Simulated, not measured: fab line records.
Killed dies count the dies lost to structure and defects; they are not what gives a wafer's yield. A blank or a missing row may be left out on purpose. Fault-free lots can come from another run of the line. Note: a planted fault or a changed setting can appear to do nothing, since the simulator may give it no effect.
Comparing a struck lot with a sound one || flow n5 finfet || 15 steps out of a route of 1938
Sound: these wafers, L677.1, L677.2, L677.6. Wafers L685.3, L685.5, L685.6 were the ones struck. The cause is named last.
Each step with rows lists, per side, the tool, then ch with its chambers, then its first start. Under that, the readings that differ: sound wafers || struck wafers || difference of the means || sigmas: that difference in standard deviations of wafers without a fault.
alike: same words and numbers on both sides, and readings whose means sit less than 2 such deviations apart. not compared: any withheld reading, any reading some wafer has no value for, any bound like >300 that may hide the same value, and any number with overlapping values for which the record gives no deviation.
A row with sigmas, a row that says differs or no value, or rows on one side alone: a step with any of these is where the two part. Numbers that don't overlap but have no deviation are shown without sigmas and don't part them. A reading that every wafer of one side lacks parts them only if that side has two wafers or more.

N5_HKMG_FIN_STRIP_93: strips SOC in N2/H2, time 20 s.
  sound on rie diel-06 ch 0,1,2, day 4 08:44; struck on rie diel-04 ch 0,2,3, day 6 04:06
  alike: drypump motor current A, n2 flow sccm, oes product au, rf vpp V, showerhead plenum p Torr, throttle valve pct
  not compared: rf hours counter h
then, 1 step without rows for these wafers: N5_HKMG_FIN_WET_ETCH_76 (etches Al2O3 in dNH4OH, stops on La2O3, target depth 2.25 nm, rinse time 30 s).
N5_HKMG_FIN_STRIP_60: strips in N2/H2, time 360 s.
  sound on plasma asher-02 ch 0,1, day 4 08:53; struck on plasma asher-01 ch 0,1, day 6 04:22
  alike: drypump motor current A, heater power w, n2 flow sccm
  not compared: rf hours counter h
then, 2 steps without rows for these wafers: N5_HKMG_FIN_WET_ETCH_77 (etches La2O3 in dHCl, stops on HfO2, target depth 2 nm); N5_HKMG_FIN_WET_ETCH_78 (etches Al2O3 in dNH4OH, stops on La2O3, target depth 4.5 nm, rinse time 30 s).
N5_HKMG_FIN_ALD_79: deposits TiN, target thk 1.5 nm, pulse time 1 s, purge time 3 s.
  sound on ald metal-03 ch 1,3, day 4 09:26; struck on ald metal-02 ch 0,3, day 6 04:44
  alike: heater power w, precursor pulse height rel, susceptor temp C
N5_HKMG_FIN_CVD_62: deposits a-Si from Si2H6, target thk 3 nm, time 20.8 s.
  sound on thermal cvd si-02 ch 0,2, day 4 09:48; struck on thermal cvd si-01 ch 0,2, day 6 05:06
  alike: heater power w
then, 5 steps without rows for these wafers: N5_HKMG_FIN_RTA_80 (time 2 s); N5_HKMG_FIN_PRECLEAN_64 (cleans in dHF, time 30 s); N5_HKMG_FIN_WET_ETCH_65 (etches a-Si in TMAH, stops on TiN, time 49 s, target depth 3 nm); N5_HKMG_FIN_WET_ETCH_81 (etches TiN in SC1, stops on HfO2, time 57 s, target depth 6 nm); N5_HKMG_FIN_WET_ETCH_82 (etches La2O3 in dHCl, stops on HfO2, target depth 2 nm, rinse time 30 s).
N5_HKMG_FIN_ALD_36: deposits TiN, target thk 1 nm, pulse time 1 s, purge time 3 s.
  sound on ald metal-04 ch 0,2,3, day 4 10:30; struck on ald metal-03 ch 0,3, day 6 05:38
{"reading": "susceptor temp C (C)", "sound": "399.96 399.78 400.26", "struck": "403.90 404.06 403.98", "difference": "+3.98", "sigmas": "+18"}
  alike: heater power w, precursor pulse height rel
N5_HKMG_FIN_THK_MEAS_70: measures by xrf.
  sound on film metro-02 at day 4 10:47; struck on film metro-01 at day 6 05:55
  alike: HK_THK
-- the record jumps here: 4 days lie between the struck wafers' starts before and after (it left off in module HKMG_FIN and takes up again in module BEOL_M4, whose first step shown is number 1111 of the route) --
N5_BEOL_M4_RC_MEAS_101:
  sound on prober-01 ch 0, day 8 05:14; struck on prober-02 ch 0, day 9 19:34
  alike: DIBL_N, DIBL_P, IOFF_N, IOFF_P, ION_N, ION_P, SS_N, SS_P, VT_N, VT_P

## WHERE THEY PART
Within this record, at N5_HKMG_FIN_ALD_36 only. Later steps at which nothing parts them and some readings are alike: N5_HKMG_FIN_THK_MEAS_70, N5_BEOL_M4_RC_MEAS_101.

WHY: the cause the simulator had injected
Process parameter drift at N5_HKMG_FIN_ALD_36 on ald metal-03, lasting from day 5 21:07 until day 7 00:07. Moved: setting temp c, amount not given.
